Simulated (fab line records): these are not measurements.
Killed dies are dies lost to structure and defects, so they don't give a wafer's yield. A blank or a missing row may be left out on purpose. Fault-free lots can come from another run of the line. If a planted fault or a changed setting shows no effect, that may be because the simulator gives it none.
What tool caused it? || flow n5-finfet || 11 lots, 33 wafers sampled, at 5 steps of a route of 1938

## WHAT THE GAUGES SHOWED, per wafer
N5_BEOL_M5_INSPECT_58: inspects for defects (darkfield).
{"lot": "L452", "measured": "day 9 08:31", "on": "defect-inspect-01", "raw-defect-count": "63 64 50"}
{"lot": "L455", "measured": "day 9 21:44", "on": "defect-inspect-02", "raw-defect-count": "61 85 71"}
{"lot": "L459", "measured": "day 10 14:23", "on": "defect-inspect-01", "raw-defect-count": "47 40 35"}
{"lot": "L460", "measured": "day 11 01:18", "on": "defect-inspect-01", "raw-defect-count": "52 73 46"}
{"lot": "L458", "measured": "day 11 05:50", "on": "defect-inspect-01", "raw-defect-count": "49 29 49"}
{"lot": "L457", "measured": "day 11 06:09", "on": "defect-inspect-02", "raw-defect-count": "75 75 78"}
{"lot": "L466", "measured": "day 12 21:29", "on": "defect-inspect-02", "raw-defect-count": "533 560 514"}
{"lot": "L467", "measured": "day 13 02:29", "on": "defect-inspect-02", "raw-defect-count": "487 504 494"}
{"lot": "L470", "measured": "day 13 06:08", "on": "defect-inspect-02", "raw-defect-count": "40 42 39"}
{"lot": "L475", "measured": "day 14 14:55", "on": "defect-inspect-02", "raw-defect-count": "100 66 51"}
{"lot": "L474", "measured": "day 14 19:35", "on": "defect-inspect-02", "raw-defect-count": "55 55 45"}

## WHICH TOOL RAN EACH LOT (tool, then ch and the chambers of the sampled wafers, then the start)
{"lot": "L452", "N5_BEOL_M5_ALD_86": "ald-metal-04 ch 2,3, day 9 02:22", "N5_BEOL_M5_SPUTTER_48": "pvd-sputter-01, day 9 03:05", "N5_BEOL_M5_SPUTTER_81": "pvd-sputter-01, day 9 04:11", "N5_BEOL_M5_PRE_CLEAN_55": "pecvd-01 ch 1,2, day 9 08:24"}
{"lot": "L455", "N5_BEOL_M5_ALD_86": "ald-metal-02 ch 0,2,3, day 9 14:26", "N5_BEOL_M5_SPUTTER_48": "pvd-sputter-01, day 9 16:18", "N5_BEOL_M5_SPUTTER_81": "pvd-sputter-01, day 9 17:23", "N5_BEOL_M5_PRE_CLEAN_55": "pecvd-02 ch 0,2, day 9 21:37"}
{"lot": "L459", "N5_BEOL_M5_ALD_86": "ald-metal-04 ch 0,1,2, day 10 08:26", "N5_BEOL_M5_SPUTTER_48": "pvd-sputter-02, day 10 08:54", "N5_BEOL_M5_SPUTTER_81": "pvd-sputter-02, day 10 09:59", "N5_BEOL_M5_PRE_CLEAN_55": "pecvd-01 ch 0,2, day 10 14:16"}
{"lot": "L460", "N5_BEOL_M5_ALD_86": "ald-metal-04 ch 0,3, day 10 18:23", "N5_BEOL_M5_SPUTTER_48": "pvd-sputter-02, day 10 18:55", "N5_BEOL_M5_SPUTTER_81": "pvd-sputter-02, day 10 20:00", "N5_BEOL_M5_PRE_CLEAN_55": "pecvd-02 ch 1,2, day 11 01:11"}
{"lot": "L458", "N5_BEOL_M5_ALD_86": "ald-metal-02 ch 1,2,3, day 10 23:57", "N5_BEOL_M5_SPUTTER_48": "pvd-sputter-01, day 11 00:25", "N5_BEOL_M5_SPUTTER_81": "pvd-sputter-01, day 11 01:30", "N5_BEOL_M5_PRE_CLEAN_55": "pecvd-02 ch 0,2, day 11 05:43"}
{"lot": "L457", "N5_BEOL_M5_ALD_86": "ald-metal-04 ch 0,2,3, day 11 00:00", "N5_BEOL_M5_SPUTTER_48": "pvd-sputter-03, day 11 00:32", "N5_BEOL_M5_SPUTTER_81": "pvd-sputter-03, day 11 01:38", "N5_BEOL_M5_PRE_CLEAN_55": "pecvd-02 ch 0,2, day 11 06:02"}
{"lot": "L466", "N5_BEOL_M5_ALD_86": "ald-metal-02 ch 0,2, day 12 13:56", "N5_BEOL_M5_SPUTTER_48": "pvd-sputter-02, day 12 16:01", "N5_BEOL_M5_SPUTTER_81": "pvd-sputter-02, day 12 17:07", "N5_BEOL_M5_PRE_CLEAN_55": "pecvd-01 ch 1, day 12 21:20"}
{"lot": "L467", "N5_BEOL_M5_ALD_86": "ald-metal-04 ch 1,3, day 12 20:22", "N5_BEOL_M5_SPUTTER_48": "pvd-sputter-02, day 12 20:56", "N5_BEOL_M5_SPUTTER_81": "pvd-sputter-02, day 12 22:01", "N5_BEOL_M5_PRE_CLEAN_55": "pecvd-01 ch 2, day 13 02:14"}
{"lot": "L470", "N5_BEOL_M5_ALD_86": "ald-metal-04 ch 2,3, day 13 00:01", "N5_BEOL_M5_SPUTTER_48": "pvd-sputter-03, day 13 00:43", "N5_BEOL_M5_SPUTTER_81": "pvd-sputter-03, day 13 01:48", "N5_BEOL_M5_PRE_CLEAN_55": "pecvd-04 ch 0,1,2, day 13 06:02"}
{"lot": "L475", "N5_BEOL_M5_ALD_86": "ald-metal-04 ch 1,2, day 14 08:40", "N5_BEOL_M5_SPUTTER_48": "pvd-sputter-01, day 14 09:25", "N5_BEOL_M5_SPUTTER_81": "pvd-sputter-01, day 14 10:30", "N5_BEOL_M5_PRE_CLEAN_55": "pecvd-02 ch 0,1,2, day 14 14:48"}
{"lot": "L474", "N5_BEOL_M5_ALD_86": "ald-metal-04 ch 1,3, day 14 10:49", "N5_BEOL_M5_SPUTTER_48": "pvd-sputter-03, day 14 13:04", "N5_BEOL_M5_SPUTTER_81": "pvd-sputter-03, day 14 14:17", "N5_BEOL_M5_PRE_CLEAN_55": "pecvd-04 ch 0, day 14 19:26"}
- N5_BEOL_M5_ALD_86: deposits TaN, pulse time 2 s, purge time 3 s, co reactant purge time 2 s.
- N5_BEOL_M5_SPUTTER_48: material Cu, target thk 15 nm, time 27.62 s.
- N5_BEOL_M5_SPUTTER_81: material Cu, target thk 15 nm, time 27.62 s.
- N5_BEOL_M5_PRE_CLEAN_55: time 15 s.

## THE ANSWER, worked out from the rows above alone
Rule: usual is defined by the lots themselves. Put in order of their means at a reading, lots are off if they are a third of the lots or fewer, leave a main group of 4 or more, and stand apart from it by a gap of 3 or more times the standard deviation of the main group's means; of several such gaps the widest counts. A main group is skipped when, at the precision printed for the reading in the tables above, its means are all equal. Also off: a lot with no number at a reading for which 4 or more lots have one. Where the step has rows for the other lots, those lots are counted as sound.
Off: L466, L467 (N5_BEOL_M5_INSPECT_58, raw-defect-count). The main group: mean 57, standard deviation 13.
If a tool, at a process step before that reading, ran all the lots that are off and no sound lot after the first of them, it fits. The gauges at N5_BEOL_M5_INSPECT_58 are tried like those tools. Can't be told from this: 2 tools fit, pvd-sputter-02 at N5_BEOL_M5_SPUTTER_48 and N5_BEOL_M5_SPUTTER_81, pecvd-01 at N5_BEOL_M5_PRE_CLEAN_55.

## WHAT THE SIMULATOR PUT IN
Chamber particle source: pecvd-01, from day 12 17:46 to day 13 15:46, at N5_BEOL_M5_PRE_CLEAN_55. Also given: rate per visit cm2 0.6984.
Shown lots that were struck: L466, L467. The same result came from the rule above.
